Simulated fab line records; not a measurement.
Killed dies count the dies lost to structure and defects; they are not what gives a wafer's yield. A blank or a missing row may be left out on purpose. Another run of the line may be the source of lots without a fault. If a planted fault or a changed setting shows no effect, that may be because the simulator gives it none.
fab line records | flow n5_finfet
record: lots: 9 | wafers: 27 | last_day: 18
route steps=1938 shown WELL_APT@29 PMOS_HMC_CHANNEL_EPI@73 BEOL_M4@1111 PASSIVATION@1936
lots that met no fault: taken from a fault-free run of the same line
start_h: start of the lot's first displayed wafer, in hours after the record's first day | wait_h: how many hours have passed since the lot's step before this one | " identical to the entry in the row above | L1.1+2: a row that stands for several wafers | - value missing, or start not given | * or withheld: withheld | < > ~ a bound
route shown NAME@n: names a module that has steps shown in the file, with the first one's number in the route | usual: average and standard deviation across the fault-free wafers | same: alike in all rows | chamber/n: place in a boat | sites: per-site readings | _std_site: standard deviation across them | _edge_site: mean of outer sites minus mean of inner sites | radius_mm: for every site, how far away it sits from the centre of the wafer | mask NAME#n: copy n | behind: the tool/chamber that last shaped the wafer | hold: why the lot was held/for how many hours/how that ended | device: the transistor (n, p or np) that didn't switch | end of line: tests run on the same wafers once the route is complete | a step without rows: its recipe alone | killed: not the wafer's yield, but the dies lost to structure and defects at the first sort | map: per-die view of a wafer (x killed, . not killed, _ where there is no die)
set.NAME: the setting the step ran with; set.NAME@STEP: the setting that earlier step ran with | model.NAME: the simulator's own value behind a step, which no gauge read
route steps across a sampled set of lots; one table per step, one row per wafer
services: from which hour (start_h, from the record's first day; less than 0 if before it) a tool's chamber was out of use, for how many hours, and why
== steps ==
step: N5_WELL_APT_OVL_MEAS_09
recipe: points_per_wafer: 44
usual: NWELL_OVL: 2/6.1
lot.wafer | tool       | chamber | start_h | wait_h | NWELL_OVL[nm]
L554.2    | overlay-01 | 0       | 19.71   | 0.0    | 10
L554.3    | "          | 0       | "       | "      | 1
L554.6    | "          | 0       | "       | "      | -1
L555.2    | overlay-02 | 0       | 25.59   | 0.0    | 12
L555.4    | "          | 0       | "       | "      | 12
L555.6    | "          | 0       | "       | "      | 8
L561.1    | overlay-01 | 0       | 61.65   | 0.0    | -1
L561.5    | "          | 0       | "       | "      | 1
L561.6    | "          | 0       | "       | "      | 0
L564.2    | overlay-01 | 0       | 79.88   | 0.0    | -4
L564.3    | "          | 0       | "       | "      | -3
L564.4    | "          | 0       | "       | "      | 0
L565.1    | overlay-01 | 0       | 85.73   | 0.0    | 12
L565.5    | "          | 0       | "       | "      | 5
L565.6    | "          | 0       | "       | "      | 10
L566.2    | overlay-01 | 0       | 91.63   | 0.0    | 6
L566.4    | "          | 0       | "       | "      | 11
L566.6    | "          | 0       | "       | "      | 3
L573.2    | overlay-02 | 0       | 133.72  | 0.0    | -1
L573.3    | "          | 0       | "       | "      | -7
L573.4    | "          | 0       | "       | "      | -3
L575.1    | overlay-01 | 0       | 145.96  | 0.0    | -3
L575.3    | "          | 0       | "       | "      | -1
L575.5    | "          | 0       | "       | "      | -4
L576.2    | overlay-01 | 0       | 151.71  | 0.0    | 3
L576.3    | "          | 0       | "       | "      | 2
L576.5    | "          | 0       | "       | "      | 0
step: N5_WELL_APT_IMPLANT_14
recipe: species: P | energy_kev: 160 | dose_cm2: 1.5e+13 | tilt_deg: 0 | rotation_deg: 0
usual: beam_on_s: 9.99/0.19 | dose_ions_cm2: 1.5002e+13/1.6e+10 | end_station_pressure_torr: 5.19e-06/2.8e-07 | faraday_current_uA: 190/3.5
lot.wafer | tool         | chamber | start_h | wait_h | beam_on_s | dose_ions_cm2 | end_station_pressure_torr | faraday_current_uA
L554.2    | implanter-01 | 0       | 20.06   | 0.1    | 9.88      | 1.5012e+13    | 5.22e-06                  | 192
L554.3    | "            | 0       | "       | "      | 9.75      | 1.5004e+13    | 5.59e-06                  | 196
L554.6    | "            | 0       | "       | "      | 9.88      | 1.5015e+13    | 5.37e-06                  | 192
L555.2    | implanter-02 | 0       | 25.77   | 0.1    | 9.94      | 1.4998e+13    | 5.57e-06                  | 192
L555.4    | "            | 0       | "       | "      | 10.01     | 1.5023e+13    | 5.61e-06                  | 189
L555.6    | "            | 0       | "       | "      | 10.04     | 1.5015e+13    | 4.9e-06                   | 191
L561.1    | implanter-02 | 0       | 61.80   | 0.1    | 9.58      | 1.9823e+13    | 5.32e-06                  | 261
L561.5    | "            | 0       | "       | "      | 9.99      | 1.9796e+13    | 4.89e-06                  | 251
L561.6    | "            | 0       | "       | "      | 9.96      | 1.9794e+13    | 5.25e-06                  | 253
L564.2    | implanter-02 | 0       | 80.17   | 0.1    | 9.97      | 1.9786e+13    | 5.08e-06                  | 252
L564.3    | "            | 0       | "       | "      | 10.14     | 1.9805e+13    | 5.34e-06                  | 247
L564.4    | "            | 0       | "       | "      | 9.91      | 1.9791e+13    | 5.02e-06                  | 252
L565.1    | implanter-02 | 0       | 85.98   | 0.1    | 10.15     | 1.9769e+13    | 5.53e-06                  | 248
L565.5    | "            | 0       | "       | "      | 10.01     | 1.9837e+13    | 5.54e-06                  | 251
L565.6    | "            | 0       | "       | "      | 10.08     | 1.9783e+13    | 5.22e-06                  | 248
L566.2    | implanter-01 | 0       | 91.81   | 0.1    | 9.92      | 1.5021e+13    | 5.22e-06                  | 192
L566.4    | "            | 0       | "       | "      | 9.99      | 1.4994e+13    | 4.68e-06                  | 191
L566.6    | "            | 0       | "       | "      | 9.87      | 1.5e+13       | 5.1e-06                   | 193
L573.2    | implanter-01 | 0       | 133.92  | 0.1    | 10.05     | 1.4991e+13    | 4.66e-06                  | 189
L573.3    | "            | 0       | "       | "      | 9.49      | 1.501e+13     | 5.34e-06                  | 201
L573.4    | "            | 0       | "       | "      | 10.05     | 1.5015e+13    | 5.06e-06                  | 188
L575.1    | implanter-02 | 0       | 146.12  | 0.1    | 10.03     | 1.499e+13     | 5.42e-06                  | 190
L575.3    | "            | 0       | "       | "      | 9.86      | 1.4995e+13    | 5.43e-06                  | 192
L575.5    | "            | 0       | "       | "      | 9.84      | 1.498e+13     | 4.56e-06                  | 192
L576.2    | implanter-01 | 0       | 151.90  | 0.1    | 9.96      | 1.4981e+13    | 4.92e-06                  | 191
L576.3    | "            | 0       | "       | "      | 10.59     | 1.4997e+13    | 5.25e-06                  | 179
L576.5    | "            | 0       | "       | "      | 10.22     | 1.501e+13     | 5.24e-06                  | 186
step: N5_WELL_APT_DESCUM_30
recipe: chemistry: O2 | time_s: 7.9 | source_power_w: 50 | bias_power_w: 20 | pressure_mtorr: 20 | rf_frequency_hz: 2.712e+07 | temp_c: 40 | o2_flow_sccm: 225
usual: drypump_motor_current_A: 6.0/0.38 | oes_product_au: 0.76/0.088 | rf_vpp_V: 243.1/1.4 | showerhead_plenum_p_Torr: 2.09/0.055 | throttle_valve_pct: 20.47/0.28
lot.wafer | tool        | chamber | start_h | wait_h | drypump_motor_current_A | oes_product_au | rf_hours_counter_h | rf_vpp_V | showerhead_plenum_p_Torr | throttle_valve_pct
L554.2    | rie_diel-04 | 3       | 21.33   | 0.3    | 6.3                     | 0.70           | 202                | 243.3    | 2.00                     | 20.83
L554.3    | "           | 0       | "       | "      | 5.4                     | 0.72           | 196                | 246.0    | 2.17                     | 20.41
L554.6    | "           | 0       | "       | "      | 5.4                     | 0.71           | -                  | 244.7    | 2.17                     | 20.42
L555.2    | rie_diel-05 | 0       | 26.76   | 0.0    | 6.0                     | 0.93           | 17                 | 242.5    | 2.05                     | 20.05
L555.4    | "           | 1       | "       | "      | 6.3                     | 0.71           | 199                | 241.8    | 2.08                     | 20.74
L555.6    | "           | 0       | "       | "      | 6.0                     | 0.92           | -                  | 242.9    | 2.05                     | 20.06
L561.1    | rie_diel-03 | 1       | 62.95   | 0.0    | 6.5                     | 0.67           | 228                | 242.0    | 2.06                     | 20.91
L561.5    | "           | 3       | "       | "      | 6.3                     | 0.85           | -                  | 243.0    | 2.12                     | 20.22
L561.6    | "           | 0       | "       | "      | 5.7                     | 0.91           | -                  | 244.1    | 2.13                     | 20.57
L564.2    | rie_diel-05 | 2       | 81.17   | 0.0    | 6.3                     | 0.85           | 45                 | 243.6    | 2.04                     | 20.11
L564.3    | "           | 1       | "       | "      | 6.2                     | 0.71           | 217                | 243.0    | 2.07                     | 20.79
L564.4    | "           | 3       | "       | "      | 6.2                     | 0.74           | 176                | 244.5    | 2.17                     | 20.75
L565.1    | rie_diel-04 | 1       | 87.26   | 0.0    | 6.0                     | 0.73           | 151                | 242.6    | 2.10                     | 20.41
L565.5    | "           | 1       | "       | "      | 6.0                     | 0.73           | -                  | 243.2    | 2.10                     | 20.38
L565.6    | "           | 2       | "       | "      | 5.3                     | 0.69           | -                  | 242.6    | 2.05                     | 20.28
L566.2    | rie_diel-04 | 2       | 92.80   | 0.0    | 5.4                     | 0.69           | 233                | 241.4    | 2.05                     | 20.27
L566.4    | "           | 3       | "       | "      | 6.3                     | 0.68           | 224                | 241.8    | 1.99                     | 20.87
L566.6    | "           | 1       | "       | "      | 6.0                     | 0.73           | -                  | 242.0    | 2.10                     | 20.39
L573.2    | rie_diel-04 | 2       | 135.04  | 0.0    | 5.3                     | 0.67           | 249                | 242.2    | 2.05                     | 20.29
L573.3    | "           | 0       | "       | "      | 5.4                     | 0.68           | 237                | 244.6    | 2.15                     | 20.47
L573.4    | "           | 2       | "       | "      | 5.4                     | 0.67           | -                  | 242.9    | 2.05                     | 20.29
L575.1    | rie_diel-05 | 0       | 147.26  | 0.0    | 6.0                     | 0.87           | 61                 | 241.3    | 2.03                     | 20.10
L575.3    | "           | 3       | "       | "      | 6.2                     | 0.72           | 198                | 244.8    | 2.16                     | 20.76
L575.5    | "           | 2       | "       | "      | 6.3                     | 0.82           | -                  | 242.5    | 2.03                     | 20.14
L576.2    | rie_diel-04 | 1       | 153.04  | 0.1    | 6.0                     | 0.71           | 178                | 242.8    | 2.09                     | 20.43
L576.3    | "           | 0       | "       | "      | 5.4                     | 0.67           | 246                | 244.5    | 2.15                     | 20.48
L576.5    | "           | 3       | "       | "      | 6.3                     | 0.67           | -                  | 241.9    | 1.98                     | 20.89
step: N5_PMOS_HMC_CHANNEL_EPI_ETCH_38
recipe: chemistry: CF4 | target: SiO2 | target_depth_a: 15 | ion_energy_ev: 350 | pressure_mtorr: 10 | icp_w: 800 | bias_w: 400 | cf4_flow_sccm: 80
usual: drypump_motor_current_A: 5.7/0.4 | oes_product_au: 1.000/0.017 | throttle_valve_pct: 21.79/0.2
lot.wafer | tool      | chamber | start_h | wait_h | drypump_motor_current_A | oes_product_au | rf_hours_counter_h | throttle_valve_pct
L554.2    | rie_si-01 | 2       | 24.23   | 0.0    | 5.1                     | 0.976          | 195                | 21.98
L554.3    | "         | 1       | "       | "      | 6.0                     | 0.993          | 145                | 21.69
L554.6    | "         | 2       | "       | "      | 5.2                     | 0.980          | -                  | 22.00
L555.2    | rie_si-04 | 1       | 29.60   | 0.0    | 5.5                     | 1.008          | 13                 | 22.05
L555.4    | "         | 0       | "       | "      | 6.5                     | 1.041          | 73                 | 21.35
L555.6    | "         | 0       | "       | "      | 6.4                     | 1.034          | -                  | 21.34
L561.1    | rie_si-04 | 3       | 65.57   | 0.0    | 5.8                     | 0.982          | 4                  | 21.81
L561.5    | "         | 3       | "       | "      | 5.8                     | 0.983          | -                  | 21.81
L561.6    | "         | 2       | "       | "      | 4.8                     | 0.980          | -                  | 22.07
L564.2    | rie_si-01 | 1       | 83.93   | 0.0    | 6.0                     | 0.985          | 146                | 21.70
L564.3    | "         | 2       | "       | "      | 5.2                     | 0.971          | 196                | 21.99
L564.4    | "         | 3       | "       | "      | 5.4                     | 1.012          | 171                | 21.48
L565.1    | rie_si-04 | 0       | 89.99   | 0.0    | 6.4                     | 1.040          | 74                 | 21.35
L565.5    | "         | 0       | "       | "      | 6.4                     | 1.028          | -                  | 21.36
L565.6    | "         | 1       | "       | "      | 5.6                     | 1.013          | -                  | 22.04
L566.2    | rie_si-03 | 3       | 95.41   | 0.0    | 5.8                     | 1.003          | 170                | 21.80
L566.4    | "         | 1       | "       | "      | 5.7                     | 1.000          | 89                 | 21.88
L566.6    | "         | 2       | "       | "      | 6.1                     | 0.988          | -                  | 21.88
L573.2    | rie_si-04 | 2       | 137.69  | 0.0    | 4.9                     | 0.988          | 136                | 22.07
L573.3    | "         | 3       | "       | "      | 5.8                     | 0.982          | 5                  | 21.81
L573.4    | "         | 1       | "       | "      | 5.5                     | 1.010          | 15                 | 22.03
L575.1    | rie_si-04 | 2       | 150.18  | 0.0    | 4.8                     | 0.970          | 136                | 22.07
L575.3    | "         | 3       | "       | "      | 5.8                     | 0.974          | 5                  | 21.80
L575.5    | "         | 0       | "       | "      | 6.5                     | 1.030          | -                  | 21.36
L576.2    | rie_si-03 | 1       | 155.59  | 0.0    | 5.7                     | 0.997          | 90                 | 21.89
L576.3    | "         | 3       | "       | "      | 5.8                     | 1.001          | 170                | 21.80
L576.5    | "         | 1       | "       | "      | 5.7                     | 0.992          | -                  | 21.88
step: N5_BEOL_M4_RC_MEAS_101
usual: DIBL_N: 36.5/1.4 | DIBL_P: 36.9/1.7 | IOFF_N: 0.163/0.023 | IOFF_P: 0.22/0.032 | ION_N: 673/9 | ION_P: 462/7.5 | RS_NWELL: 1037/6.6 | SS_N: 71.6/0.54 | SS_P: 73.4/0.62 | VT_N: 249.8/2.8 | VT_P: -250/3.5
lot.wafer | tool      | chamber | start_h | wait_h | DIBL_N[mV/V] | DIBL_P[mV/V] | IOFF_N[nA/um] | IOFF_P[nA/um] | ION_N[uA/um] | ION_P[uA/um] | RS_NWELL[ohm/sq] | SS_N[mV/dec] | SS_P[mV/dec] | VT_N[mV] | VT_P[mV]
L554.2    | prober-01 | 0       | 167.30  | 0.2    | 35.0         | 35.9         | 0.143         | 0.21          | 657          | 457          | 1042             | 71.2         | 73.6         | 253.3    | -248
L554.3    | "         | 0       | "       | "      | 37.3         | 38.7         | 0.184         | 0.26          | 680          | 468          | 1040             | 71.9         | 74.2         | 247.2    | -245
L554.6    | "         | 0       | "       | "      | 36.1         | 37.2         | 0.163         | 0.23          | 663          | 460          | 1042             | 72.0         | 73.8         | 250.5    | -249
L555.2    | prober-02 | 0       | 182.56  | 0.2    | 36.8         | 36.5         | 0.161         | 0.26          | 684          | 479          | 1046             | 71.6         | 73.5         | 249.2    | -243
L555.4    | "         | 0       | "       | "      | 37.5         | 36.5         | 0.173         | 0.25          | 680          | 475          | 1033             | 72.0         | 73.7         | 247.9    | -248
L555.6    | "         | 0       | "       | "      | 38.1         | 37.9         | 0.186         | 0.29          | 689          | 482          | 1047             | 71.9         | 73.7         | 245.9    | -244
L561.1    | prober-01 | 0       | 213.11  | 0.0    | 36.0         | 37.5         | 0.176         | 0.25          | 676          | 468          | 890              | 71.8         | 74.1         | 248.6    | -244
L561.5    | "         | 0       | "       | "      | 35.8         | 37.3         | 0.174         | 0.25          | 672          | 469          | 889              | 71.7         | 74.3         | 246.6    | -248
L561.6    | "         | 0       | "       | "      | 36.5         | 37.8         | 0.187         | 0.27          | 679          | 469          | 888              | 73.1         | 73.4         | 249.4    | -246
L565.1    | prober-02 | 0       | 245.61  | 0.0    | 37.6         | 38.3         | 0.190         | 0.26          | 675          | 466          | 894              | 71.9         | 73.5         | 247.7    | -248
L565.5    | "         | 0       | "       | "      | 35.4         | 34.8         | 0.134         | 0.19          | 655          | 447          | 892              | 70.7         | 72.7         | 255.9    | -253
L565.6    | "         | 0       | "       | "      | 36.4         | 36.9         | 0.165         | 0.23          | 686          | 467          | 893              | 71.2         | 73.6         | 248.5    | -251
L564.2    | prober-02 | 0       | 246.91  | 0.2    | 37.1         | 38.5         | 0.184         | 0.22          | 680          | 458          | 895              | 71.3         | 74.1         | 245.7    | -253
L564.3    | "         | 0       | "       | "      | 36.3         | 37.9         | 0.174         | 0.21          | 664          | 456          | 892              | 72.3         | 73.2         | 247.0    | -251
L564.4    | "         | 0       | "       | "      | 36.3         | 36.7         | 0.162         | 0.20          | 667          | 450          | 888              | 72.1         | 73.7         | 249.6    | -253
L566.2    | prober-02 | 0       | 250.79  | 0.2    | 37.1         | 35.0         | 0.147         | 0.18          | 663          | 447          | 1042             | 71.5         | 73.0         | 250.5    | -255
L566.4    | "         | 0       | "       | "      | 38.6         | 37.5         | 0.184         | 0.22          | 675          | 455          | 1031             | 71.8         | 74.8         | 249.4    | -252
L566.6    | "         | 0       | "       | "      | 38.2         | 36.8         | 0.174         | 0.20          | 683          | 454          | 1034             | 71.9         | 73.5         | 248.8    | -253
L573.2    | prober-02 | 0       | 282.28  | 0.2    | 37.8         | 39.6         | 0.191         | 0.22          | 679          | 457          | 1049             | 71.9         | 74.2         | 247.5    | -252
L573.3    | "         | 0       | "       | "      | 35.1         | 36.1         | 0.142         | 0.17          | 671          | 448          | 1043             | 71.0         | 73.7         | 251.1    | -258
L573.4    | "         | 0       | "       | "      | 34.4         | 35.9         | 0.128         | 0.17          | 656          | 454          | 1041             | 70.8         | 73.8         | 255.7    | -254
L576.2    | prober-02 | 0       | 303.82  | 0.2    | 37.3         | 36.0         | 0.184         | 0.25          | 675          | 464          | 1032             | 71.8         | 73.7         | 246.7    | -246
L576.3    | "         | 0       | "       | "      | 38.3         | 37.0         | 0.213         | 0.29          | 673          | 460          | 1035             | 71.7         | 74.9         | 245.4    | -246
L576.5    | "         | 0       | "       | "      | 37.7         | 35.6         | 0.183         | 0.25          | 673          | 462          | 1040             | 72.7         | 74.1         | 249.9    | -247
L575.1    | prober-02 | 0       | 309.87  | 0.0    | 37.4         | 36.8         | 0.154         | 0.21          | 669          | 464          | 1041             | 71.8         | 73.0         | 251.2    | -249
L575.3    | "         | 0       | "       | "      | 35.0         | 33.4         | 0.117         | 0.16          | 668          | 456          | 1039             | 71.4         | 72.8         | 254.7    | -253
L575.5    | "         | 0       | "       | "      | 37.4         | 36.2         | 0.156         | 0.20          | 664          | 455          | 1037             | 71.9         | 73.4         | 252.8    | -249
step: N5_PASSIVATION_PROBE_49
usual: defect_limited_yield: 91.2/1.4 | killed_at_M0_to_M3: 35/11 | killed_at_M4_up: 12/4.2 | killed_at_contacts: 13/5.6 | killed_at_front_end: 40/12 | killed_at_other: 3.3/2.6 | killed_dies: 103/17 | killed_open: 68/12 | killed_short: 34/7.6 | sort_bin_5_function: 5.1/0.95 | sort_bin_6_memory: 3.3/0.68 | sort_n_pass: 1077/17 | sort_yield_pct: 91.2/1.4
same: gross_dies: 1180 | killed_at_back_side: 0 | sort_bin_4_leakage[%]: 0 | sort_bin_8_speed[%]: 0
lot.wafer | tool      | chamber | start_h | wait_h | defect_limited_yield[%] | killed_at_M0_to_M3 | killed_at_M4_up | killed_at_contacts | killed_at_front_end | killed_at_other | killed_dies | killed_open | killed_short | sort_bin_5_function[%] | sort_bin_6_memory[%] | sort_n_pass | sort_yield_pct[%]
L554.2    | prober-01 | -       | 273.63  | 0.1    | 95.3                    | 30                 | 6               | 6                  | 13                  | 0               | 55          | 37          | 18           | 2.5                    | 1.9                  | 1125        | 95.3
L554.3    | prober-01 | -       | 273.68  | 0.1    | 92.9                    | 22                 | 18              | 13                 | 31                  | 0               | 84          | 57          | 25           | 4.3                    | 2.6                  | 1096        | 92.9
L554.6    | prober-01 | -       | 273.83  | 0.3    | 91.5                    | 40                 | 13              | 12                 | 34                  | 1               | 100         | 68          | 32           | 4.6                    | 3.3                  | 1080        | 91.5
L561.1    | prober-01 | -       | 319.35  | 0.0    | 91.8                    | 37                 | 25              | 7                  | 24                  | 4               | 97          | 65          | 32           | 4.6                    | 3.3                  | 1083        | 91.8
L561.5    | prober-01 | -       | 319.55  | 0.2    | 91.7                    | 26                 | 12              | 19                 | 39                  | 2               | 98          | 68          | 30           | 5.3                    | 2.9                  | 1082        | 91.7
L561.6    | prober-01 | -       | 319.60  | 0.3    | 91.7                    | 26                 | 12              | 12                 | 47                  | 1               | 98          | 63          | 35           | 4.3                    | 3.8                  | 1082        | 91.7
L565.1    | prober-02 | -       | 339.91  | 0.0    | 89.6                    | 43                 | 17              | 12                 | 51                  | 0               | 123         | 80          | 38           | 6.0                    | 3.6                  | 1057        | 89.6
L565.5    | prober-02 | -       | 340.11  | 0.2    | 91.5                    | 30                 | 15              | 4                  | 42                  | 9               | 100         | 57          | 43           | 5.0                    | 3.3                  | 1080        | 91.5
L565.6    | prober-02 | -       | 340.16  | 0.3    | 90.9                    | 23                 | 15              | 10                 | 56                  | 3               | 107         | 68          | 37           | 5.3                    | 3.1                  | 1073        | 90.9
L564.2    | prober-01 | -       | 351.15  | 0.1    | 89.0                    | 54                 | 12              | 4                  | 55                  | 5               | 130         | 88          | 40           | 6.6                    | 4.4                  | 1050        | 89.0
L564.3    | prober-01 | -       | 351.20  | 0.1    | 91.4                    | 36                 | 7               | 7                  | 43                  | 9               | 102         | 69          | 33           | 5.6                    | 2.7                  | 1078        | 91.4
L564.4    | prober-01 | -       | 351.25  | 0.2    | 90.8                    | 36                 | 6               | 12                 | 49                  | 5               | 108         | 73          | 34           | 5.8                    | 2.7                  | 1072        | 90.8
L566.2    | prober-01 | -       | 351.45  | 0.4    | 92.5                    | 31                 | 5               | 18                 | 31                  | 3               | 88          | 59          | 29           | 4.2                    | 3.0                  | 1092        | 92.5
L566.4    | prober-01 | -       | 351.55  | 0.5    | 94.1                    | 18                 | 13              | 18                 | 20                  | 1               | 70          | 40          | 30           | 3.1                    | 2.6                  | 1110        | 94.1
L566.6    | prober-01 | -       | 351.65  | 0.6    | 90.0                    | 46                 | 15              | 25                 | 29                  | 3               | 118         | 85          | 33           | 4.8                    | 4.6                  | 1062        | 90.0
killed by level:class
L554.2 BEOL_M2:geometric_particle:open=9 MOL_CONTACT_COAG:geometric_particle:open=6 STI_FIN_REVEAL:geometric_particle:open=5 BEOL_M1:geometric_particle:open=5 BEOL_M0_SAQP:geometric_particle:short=4 BEOL_M0_SAQP:geometric_particle:open=4 BEOL_M1:geometric_particle:short=4 STI_FIN_REVEAL:geometric_particle:short=2
L554.3 MOL_CONTACT_COAG:geometric_particle:open=10 BEOL_M4:geometric_particle:open=9 STI_FIN_REVEAL:geometric_particle:open=8 BEOL_M3:geometric_particle:open=6 BEOL_M1:geometric_particle:open=5 ILD0:geometric_particle:open=4 ILD0:geometric_particle:short=4 BEOL_M0_SAQP:geometric_particle:open=4
L554.6 STI_FIN_REVEAL:geometric_particle:open=13 BEOL_M0_SAQP:geometric_particle:short=11 MOL_CONTACT_COAG:geometric_particle:open=10 BEOL_M0_SAQP:geometric_particle:open=9 BEOL_M1:geometric_particle:open=7 BEOL_M4:geometric_particle:open=6 BEOL_M2:geometric_particle:open=6 ILD0:geometric_particle:short=4
L561.1 BEOL_M4:geometric_particle:open=14 BEOL_M0_SAQP:geometric_particle:short=9 BEOL_M3:geometric_particle:open=8 MOL_CONTACT_COAG:geometric_particle:open=6 BEOL_M1:geometric_particle:open=6 FIN_SAQP:geometric_particle:short=5 BEOL_M0_SAQP:geometric_particle:open=5 BEOL_M4:geometric_particle:short=5
L561.5 MOL_CONTACT_COAG:geometric_particle:open=17 FIN_SAQP:geometric_particle:open=11 BEOL_M4:geometric_particle:open=9 FIN_SAQP:geometric_particle:short=8 BEOL_M3:geometric_particle:open=7 BEOL_M0_SAQP:geometric_particle:open=6 GATE_CUT:geometric_particle:short=5 BEOL_M0_SAQP:geometric_particle:short=5
L561.6 STI_FIN_REVEAL:geometric_particle:open=10 MOL_CONTACT_COAG:geometric_particle:open=10 BEOL_M4:geometric_particle:open=9 FIN_SAQP:geometric_particle:short=8 DUMMY_GATE:geometric_particle:open=7 ILD0:geometric_particle:short=5 BEOL_M0_SAQP:geometric_particle:open=5 BEOL_M3:geometric_particle:open=5
L565.1 STI_FIN_REVEAL:geometric_particle:open=14 BEOL_M0_SAQP:geometric_particle:short=13 BEOL_M0_SAQP:geometric_particle:open=13 BEOL_M4:geometric_particle:open=10 MOL_CONTACT_COAG:geometric_particle:open=9 FIN_SAQP:geometric_particle:open=6 DUMMY_GATE:geometric_particle:open=5 ILD0:geometric_particle:open=4
L565.5 BEOL_M0_SAQP:geometric_particle:short=10 BEOL_M4:geometric_particle:open=9 BEOL_M0_SAQP:geometric_particle:open=9 ILD0:geometric_particle:short=8 STI_FIN_REVEAL:geometric_particle:open=6 ILD0:geometric_particle:open=5 GATE_CUT:geometric_particle:short=4 MOL_CONTACT_COAG:geometric_particle:open=4
L565.6 STI_FIN_REVEAL:geometric_particle:open=14 MOL_CONTACT_COAG:geometric_particle:open=9 FIN_SAQP:geometric_particle:open=8 ILD0:geometric_particle:short=6 GATE_CUT:geometric_particle:short=6 BEOL_M0_SAQP:geometric_particle:open=5 BEOL_M1:geometric_particle:open=5 FIN_SAQP:geometric_particle:short=4
L564.2 FIN_SAQP:geometric_particle:short=16 BEOL_M0_SAQP:geometric_particle:open=15 BEOL_M2:geometric_particle:open=15 FIN_SAQP:geometric_particle:open=10 BEOL_M1:geometric_particle:open=9 STI_FIN_REVEAL:geometric_particle:open=7 BEOL_M0_SAQP:geometric_particle:short=5 DUMMY_GATE:geometric_particle:open=4
L564.3 FIN_SAQP:geometric_particle:open=12 STI_FIN_REVEAL:geometric_particle:open=9 BEOL_M0_SAQP:geometric_particle:open=9 BEOL_M2:geometric_particle:open=9 FIN_SAQP:geometric_particle:short=8 MIM_BOT:geometric_particle:open=6 MOL_CONTACT_COAG:geometric_particle:open=5 BEOL_M2:geometric_particle:short=5
L564.4 FIN_SAQP:geometric_particle:open=11 STI_FIN_REVEAL:geometric_particle:open=10 MOL_CONTACT_COAG:geometric_particle:open=9 FIN_SAQP:geometric_particle:short=8 BEOL_M2:geometric_particle:open=8 BEOL_M0:geometric_particle:open=7 GATE_CUT:geometric_particle:short=6 BEOL_M1:geometric_particle:open=5
L566.2 MOL_CONTACT_COAG:geometric_particle:open=16 BEOL_M0_SAQP:geometric_particle:short=9 BEOL_M0_SAQP:geometric_particle:open=9 FIN_SAQP:geometric_particle:short=7 STI_FIN_REVEAL:geometric_particle:open=7 FIN_SAQP:geometric_particle:open=6 BEOL_M2:geometric_particle:open=6 BEOL_M0:geometric_particle:open=4
L566.4 MOL_CONTACT_COAG:geometric_particle:open=14 GATE_CUT:geometric_particle:short=5 BEOL_M5:geometric_particle:open=5 STI_FIN_REVEAL:geometric_particle:open=4 ILD0:geometric_particle:short=4 BEOL_M2:geometric_particle:short=4 MOL_CONTACT_COAG:geometric_particle:short=4 BEOL_M0_SAQP:geometric_particle:short=4
L566.6 MOL_CONTACT_COAG:geometric_particle:open=21 BEOL_M2:geometric_particle:open=14 BEOL_M0_SAQP:geometric_particle:open=10 STI_FIN_REVEAL:geometric_particle:open=8 BEOL_M4:geometric_particle:open=8 BEOL_M0_SAQP:geometric_particle:short=7 BEOL_M3:geometric_particle:open=5 FIN_SAQP:geometric_particle:short=4
== services ==
tool         | chamber | start_h | hours | kind
rie_si-04    | 2       | 15.35   | 3.9   | repair
implanter-01 | -       | 18.67   | 1.3   | repair
rie_diel-04  | 0       | 26.18   | 3.2   | repair
rie_diel-05  | 1       | 32.52   | 6.7   | repair
rie_si-03    | 2       | 34.06   | 17.5  | repair
rie_si-03    | -       | 55.66   | 4.0   | pm
rie_si-01    | 1       | 63.56   | 5.6   | repair
rie_si-04    | 1       | 72.76   | 8.3   | repair
rie_diel-04  | -       | 94.95   | 0.9   | repair
implanter-01 | -       | 103.34  | 4.9   | pm
rie_si-04    | 0       | 117.91  | 1.8   | repair
rie_diel-03  | 1       | 123.06  | -     | clean
rie_diel-03  | 1       | 123.06  | -     | consumable_replace:focus_ring
rie_diel-03  | 1       | 123.06  | 22.2  | scheduled_down
rie_diel-03  | 1       | 123.06  | 22.2  | vent_cycle
rie_si-01    | 2       | 124.27  | -     | clean
rie_si-01    | 2       | 124.27  | 15.6  | scheduled_down
rie_si-01    | 2       | 124.27  | 15.6  | vent_cycle
implanter-01 | -       | 141.08  | 0.7   | repair
rie_diel-04  | 2       | 149.43  | -     | clean
rie_diel-04  | 2       | 149.43  | -     | consumable_replace:focus_ring
rie_diel-04  | 2       | 149.43  | 24.1  | scheduled_down
rie_diel-04  | 2       | 149.43  | 24.1  | vent_cycle
rie_diel-04  | 0       | 154.52  | 2.4   | repair
== key ==
first_sign: step: N5_WELL_APT_IMPLANT_14 | reading: dose_ions_cm2 | direction: up | sigmas: 99+ | usual: 1.5002e+13 | struck: 1.9798e+13
effect: step: N5_WELL_APT_IMPLANT_14 | reading: faraday_current_uA | direction: up | sigmas: 17 | usual: 190 | struck: 251
effect: step: N5_BEOL_M4_RC_MEAS_101 | reading: RS_NWELL | direction: down | sigmas: 22 | usual: 1037 | struck: 891
met_at N5_WELL_APT_IMPLANT_14
struck_lots L561,L564,L565
not_acting_at N5_WELL_APT_OVL_MEAS_09,N5_WELL_APT_DESCUM_30,N5_PMOS_HMC_CHANNEL_EPI_ETCH_38
onset_between 25.77 61.80
fault: kind: process_parameter_drift | tool: implanter-02 | chamber: - | onset_h: 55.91 | steps: N5_WELL_APT_IMPLANT_14 | channel: dose_cm2 | offset: 4.7824e+12 | shape: step | end_h: 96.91 | acts_in: these_recipes_only | stated: 1.5e+13
